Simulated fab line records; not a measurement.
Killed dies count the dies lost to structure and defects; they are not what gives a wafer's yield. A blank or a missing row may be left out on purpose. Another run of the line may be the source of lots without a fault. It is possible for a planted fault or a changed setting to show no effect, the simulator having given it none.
Which of the tools did it?    flow n5_finfet    Sampling: 24 lots, 72 wafers, 6 of 1938 route steps

WHAT EACH GAUGE READ, for each wafer
N5_BEOL_M13_INSPECT_12: inspects for defects (macro).
lot   measured      on                 raw_defect_count
L074  day 12 12:58  defect_inspect-02  1 1 4
L076  day 13 05:04  defect_inspect-02  3 1 1
L075  day 13 05:33  defect_inspect-02  2 1 2
L078  day 13 14:52  defect_inspect-01  3 2 1
L080  day 13 19:44  defect_inspect-01  4 3 2
L081  day 13 20:10  defect_inspect-01  4 2 6
L079  day 13 23:27  defect_inspect-01  0 3 0
L077  day 14 00:53  defect_inspect-01  3 2 0
L083  day 14 12:40  defect_inspect-02  2 1 6
L082  day 14 18:38  defect_inspect-02  2 2 3
L084  day 14 23:28  defect_inspect-01  2 1 3
L086  day 15 04:06  defect_inspect-02  2 3 3
L085  day 15 07:02  defect_inspect-02  1 1 1
L089  day 15 13:33  defect_inspect-01  0 1 0
L087  day 15 14:25  defect_inspect-02  4 5 1
L088  day 16 04:05  defect_inspect-02  0 1 0
L090  day 16 15:19  defect_inspect-02  3 1 1
L092  day 16 15:41  defect_inspect-02  0 2 3
L091  day 16 16:08  defect_inspect-02  8 0 2
L093  day 16 18:19  defect_inspect-02  4 5 4
L094  day 17 03:40  defect_inspect-02  4 4 3
L095  day 18 00:37  defect_inspect-02  2 0 1
L096  day 18 05:45  defect_inspect-01  1 1 1
L097  day 19 00:23  defect_inspect-01  0 4 2

N5_BEOL_M13_CD_MEAS_28 targets a cd of 209.5 nm.
lot   measured      on         cd_nm (nm)
L074  day 12 13:58  cd_sem-03  210.0 207.9 207.9
L076  day 13 06:06  cd_sem-02  209.4 208.9 208.5
L075  day 13 06:44  cd_sem-03  207.3 209.0 208.5
L078  day 13 15:53  cd_sem-02  209.9 210.3 209.9
L080  day 13 20:45  cd_sem-03  210.4 209.6 209.3
L081  day 13 21:03  cd_sem-03  207.6 207.6 208.6
L079  day 14 00:22  cd_sem-01  208.1 207.5 208.5
L077  day 14 02:04  cd_sem-02  208.7 208.9 208.2
L083  day 14 13:41  cd_sem-03  207.5 207.9 208.8
L082  day 14 19:32  cd_sem-02  208.7 208.2 207.7
L084  day 15 00:32  cd_sem-02  208.5 208.4 208.7
L086  day 15 05:10  cd_sem-01  207.9 208.4 208.6
L085  day 15 07:55  cd_sem-03  208.5 207.0 208.6
L089  day 15 14:34  cd_sem-03  209.6 209.2 210.8
L087  day 15 15:26  cd_sem-01  208.7 210.1 209.9
L088  day 16 05:12  cd_sem-01  208.5 209.8 210.2
L090  day 16 16:20  cd_sem-03  207.7 208.8 209.2
L092  day 16 16:43  cd_sem-03  210.0 209.7 208.1
L091  day 16 17:08  cd_sem-01  210.4 211.8 210.0
L093  day 16 19:20  cd_sem-01  209.3 210.3 210.1
L094  day 17 04:41  cd_sem-01  207.5 207.5 208.0
L095  day 18 01:30  cd_sem-01  209.5 209.4 209.7
L096  day 18 06:47  cd_sem-02  207.1 208.1 208.0
L097  day 19 01:17  cd_sem-03  207.9 208.7 208.6

N5_BEOL_M13_OVL_MEAS_29.
lot   measured      on          M13_OVL (nm)
L074  day 12 14:00  overlay-01  7 -1 -2
L076  day 13 06:08  overlay-02  -4 -10 -9
L075  day 13 06:46  overlay-02  10 1 15
L078  day 13 15:55  overlay-01  11 3 3
L080  day 13 20:47  overlay-02  -13 -9 -17
L081  day 13 21:05  overlay-02  -7 -12 1
L079  day 14 00:24  overlay-01  -8 -13 4
L077  day 14 02:06  overlay-01  -8 5 -6
L083  day 14 13:43  overlay-02  11 7 -2
L082  day 14 19:34  overlay-01  4 13 -5
L084  day 15 00:34  overlay-02  -5 -1 -5
L086  day 15 05:11  overlay-01  -9 -5 -8
L085  day 15 07:57  overlay-01  -5 -3 4
L089  day 15 14:35  overlay-02  1 4 0
L087  day 15 15:28  overlay-02  -8 0 1
L088  day 16 05:14  overlay-02  2 1 -8
L090  day 16 16:22  overlay-02  -11 -5 2
L092  day 16 16:44  overlay-01  -4 2 -10
L091  day 16 17:10  overlay-01  -6 -15 1
L093  day 16 19:22  overlay-02  3 -4 -3
L094  day 17 04:42  overlay-01  -5 -2 7
L095  day 18 01:32  overlay-02  6 -1 5
L096  day 18 06:49  overlay-01  -1 -1 -5
L097  day 19 01:19  overlay-02  -8 -2 5

N5_BEOL_M14_INSPECT_12: inspects for defects (macro).
lot   measured      on                 raw_defect_count
L074  day 12 21:07  defect_inspect-01  2 1 0
L076  day 13 09:43  defect_inspect-01  4 1 1
L075  day 13 10:10  defect_inspect-01  1 2 3
L078  day 14 00:59  defect_inspect-02  1 2 2
L080  day 14 01:20  defect_inspect-01  4 1 1
L081  day 14 01:29  defect_inspect-02  1 0 3
L079  day 14 04:44  defect_inspect-01  4 1 3
L077  day 14 06:01  defect_inspect-01  2 2 3
L083  day 14 21:56  defect_inspect-02  2 1 3
L082  day 14 23:38  defect_inspect-02  0 0 4
L084  day 15 04:22  defect_inspect-02  1 1 4
L086  day 15 10:48  defect_inspect-02  1 5 1
L085  day 15 14:40  defect_inspect-02  2 1 4
L089  day 15 19:35  defect_inspect-02  2 2 0
L087  day 15 22:20  defect_inspect-02  0 4 1
L088  day 16 10:04  defect_inspect-02  1 1 4
L090  day 16 21:23  defect_inspect-02  1 0 3
L092  day 16 21:59  defect_inspect-01  3 1 4
L091  day 16 22:29  defect_inspect-01  2 1 3
L093  day 17 00:38  defect_inspect-01  4 2 1
L094  day 17 11:34  defect_inspect-02  3 3 1
L095  day 18 06:18  defect_inspect-01  2 3 3
L096  day 18 09:51  defect_inspect-02  6 1 0
L097  day 19 07:55  defect_inspect-01  3 1 1

WHAT TOOL EACH LOT RAN ON (gives the tool, then ch and the chambers of the sampled wafers, and finally the start)
lot   N5_BEOL_M13_DESCUM_15               N5_BEOL_M13_STRIP_64
L074  rie_diel-06 ch 1,2, day 12 12:59    plasma_asher-02 ch 1, day 12 13:22
L076  rie_diel-06 ch 0,1,2, day 13 05:06  plasma_asher-02 ch 0,1, day 13 05:30
L075  rie_diel-05 ch 1,2,3, day 13 05:46  plasma_asher-01 ch 0,1, day 13 06:08
L078  rie_diel-06 ch 0,1,3, day 13 14:54  plasma_asher-02 ch 0, day 13 15:17
L080  rie_diel-05 ch 0,1,2, day 13 19:53  plasma_asher-01 ch 0,1, day 13 20:16
L081  rie_diel-06 ch 1,2,3, day 13 20:11  plasma_asher-02 ch 0,1, day 13 20:34
L079  rie_diel-02 ch 0,2,3, day 13 23:29  plasma_asher-01 ch 0,1, day 13 23:55
L077  rie_diel-02 ch 1,3, day 14 01:02    plasma_asher-01 ch 0, day 14 01:36
L083  rie_diel-02 ch 1,2,3, day 14 12:42  plasma_asher-02 ch 0,1, day 14 13:05
L082  rie_diel-02 ch 0,2,3, day 14 18:40  plasma_asher-02 ch 0,1, day 14 19:03
L084  rie_diel-02 ch 1,2,3, day 14 23:30  plasma_asher-02 ch 0,1, day 14 23:56
L086  rie_diel-06 ch 1,3, day 15 04:18    plasma_asher-02 ch 0,1, day 15 04:41
L085  rie_diel-06 ch 0,1,3, day 15 07:04  plasma_asher-02 ch 0,1, day 15 07:28
L089  rie_diel-05 ch 0,1,3, day 15 13:35  plasma_asher-02 ch 0,1, day 15 13:59
L087  rie_diel-06 ch 2,3, day 15 14:27    plasma_asher-02 ch 0,1, day 15 14:51
L088  rie_diel-05 ch 0,1,2, day 16 04:20  plasma_asher-02 ch 0,1, day 16 04:44
L090  rie_diel-06 ch 2,3, day 16 15:20    plasma_asher-02 ch 0,1, day 16 15:44
L092  rie_diel-06 ch 0,2,3, day 16 15:43  plasma_asher-01 ch 0, day 16 16:06
L091  rie_diel-02 ch 0,1,2, day 16 16:17  plasma_asher-02 ch 0,1, day 16 16:40
L093  rie_diel-05 ch 0,1,2, day 16 18:21  plasma_asher-02 ch 0,1, day 16 18:44
L094  rie_diel-06 ch 1,2,3, day 17 03:41  plasma_asher-02 ch 0,1, day 17 04:04
L095  rie_diel-06 ch 1,3, day 18 00:38    plasma_asher-01 ch 0,1, day 18 01:02
L096  rie_diel-02 ch 0,3, day 18 05:47    plasma_asher-01 ch 1, day 18 06:10
L097  rie_diel-02 ch 0,1,3, day 19 00:25  plasma_asher-01 ch 0,1, day 19 00:49
- N5_BEOL_M13_DESCUM_15: chemistry O2, time 7.9 s.
- N5_BEOL_M13_STRIP_64: strips in N2/H2.

AS READ BY THE TOOLS THEMSELVES (means over the sampled wafers that have a number; for cases with no such wafer, the mark the record gives instead)
N5_BEOL_M13_DESCUM_15.
lot   tool         chamber_pressure_mTorr (mTorr)  drypump_motor_current_A (A)  oes_product_au (a.u.)  rf_vpp_V (V)  showerhead_plenum_p_Torr (Torr)  throttle_valve_pct (%)
L074  rie_diel-06  19.990                          5.7                          0.85                   241.6         2.04                             20.42
L076  rie_diel-06  20.000                          6.0                          0.91                   242.9         2.05                             20.23
L075  rie_diel-05  20.002                          5.7                          0.77                   243.4         2.10                             20.22
L078  rie_diel-06  19.991                          5.7                          0.84                   242.6         2.03                             20.36
L080  rie_diel-05  19.999                          5.4                          0.77                   243.0         2.09                             20.26
L081  rie_diel-06  19.982                          5.9                          0.83                   242.8         2.03                             20.50
L079  rie_diel-02  20.023                          5.5                          0.78                   243.5         2.08                             20.27
L077  rie_diel-02  19.990                          5.8                          0.82                   243.4         2.15                             20.34
L083  rie_diel-02  19.992                          5.7                          0.79                   243.8         2.11                             20.37
L082  rie_diel-02  20.007                          5.6                          0.79                   242.2         2.08                             20.29
L084  rie_diel-02  19.997                          5.7                          0.79                   243.6         2.11                             20.39
L086  rie_diel-06  19.996                          5.4                          0.75                   241.5         2.02                             20.55
L085  rie_diel-06  20.002                          5.7                          0.82                   242.6         2.03                             20.36
L089  rie_diel-05  19.998                          5.6                          0.72                   243.5         2.14                             20.26
L087  rie_diel-06  19.994                          6.3                          0.86                   242.7         2.04                             20.49
L088  rie_diel-05  19.999                          5.4                          0.75                   243.5         2.09                             20.29
L090  rie_diel-06  19.996                          6.1                          0.80                   241.6         2.02                             20.59
L092  rie_diel-06  20.000                          6.2                          0.85                   241.9         2.04                             20.34
L091  rie_diel-02  20.012                          6.1                          0.78                   242.8         2.14                             20.40
L093  rie_diel-05  19.999                          5.4                          0.75                   242.5         2.08                             20.28
L094  rie_diel-06  19.985                          5.9                          0.80                   242.5         2.02                             20.54
L095  rie_diel-06  19.998                          5.6                          0.74                   241.6         2.01                             20.66
L096  rie_diel-02  20.023                          5.1                          0.76                   242.1         2.03                             20.16
L097  rie_diel-02  19.992                          5.6                          0.77                   243.7         2.10                             20.29

N5_BEOL_M13_STRIP_64.
lot   tool             drypump_motor_current_A (A)  h2_flow_sccm (sccm)  heater_power_w (W)  oes_product_au (a.u.)  strip_time_to_endpoint_s (s)
L074  plasma_asher-02  5.8                          3255                 421                 0.712                  31.39
L076  plasma_asher-02  5.3                          3255                 373                 0.718                  31.40
L075  plasma_asher-01  6.2                          3249                 300                 0.718                  31.36
L078  plasma_asher-02  5.1                          3261                 346                 0.712                  31.46
L080  plasma_asher-01  6.4                          3251                 325                 0.715                  31.43
L081  plasma_asher-02  5.3                          3234                 374                 0.714                  31.34
L079  plasma_asher-01  6.2                          3251                 302                 0.715                  31.34
L077  plasma_asher-01  6.0                          3256                 273                 0.712                  31.24
L083  plasma_asher-02  5.3                          3248                 373                 0.711                  31.42
L082  plasma_asher-02  5.4                          3249                 368                 0.714                  31.28
L084  plasma_asher-02  5.3                          3246                 362                 0.716                  31.39
L086  plasma_asher-02  5.3                          3252                 370                 0.714                  31.32
L085  plasma_asher-02  5.4                          3248                 373                 0.713                  31.39
L089  plasma_asher-02  5.6                          3253                 396                 0.713                  31.22
L087  plasma_asher-02  5.3                          3250                 370                 0.715                  31.40
L088  plasma_asher-02  5.4                          3247                 367                 0.719                  31.44
L090  plasma_asher-02  5.4                          3247                 372                 0.717                  31.39
L092  plasma_asher-01  6.0                          3247                 262                 0.712                  31.40
L091  plasma_asher-02  5.6                          3246                 394                 0.713                  31.32
L093  plasma_asher-02  5.6                          3251                 392                 0.715                  31.28
L094  plasma_asher-02  5.3                          3250                 370                 0.716                  31.34
L095  plasma_asher-01  6.3                          3242                 322                 0.714                  31.50
L096  plasma_asher-01  6.5                          3256                 360                 0.716                  31.38
L097  plasma_asher-01  6.2                          3242                 301                 0.709                  31.30

THE ANSWER, worked out from the rows above alone
Rule: what is usual is taken from the lots themselves. The widest of any qualifying gaps counts: lots, ordered by their means at a reading, are off when they make up no more than a third of the lots, leave a main group of 4 or more, and stand apart from it by 3 or more times the standard deviation of that group's means. A main group whose means are all the same, to the digits that the tables above print for the reading, isn't used. Also off: a lot with no number at a reading for which 4 or more lots have one. The other lots that the step has rows for count as sound. Order of review: gauges by route order, followed by the tools' own readings, for which a lot's mean as printed above is used. At the first step where some lot is off, the reading lying furthest off is the one used; lots without a number count as furthest.
No lot is off on any of the readings shown, so nothing can be concluded from this.

WHAT THE SIMULATOR HAD INSERTED
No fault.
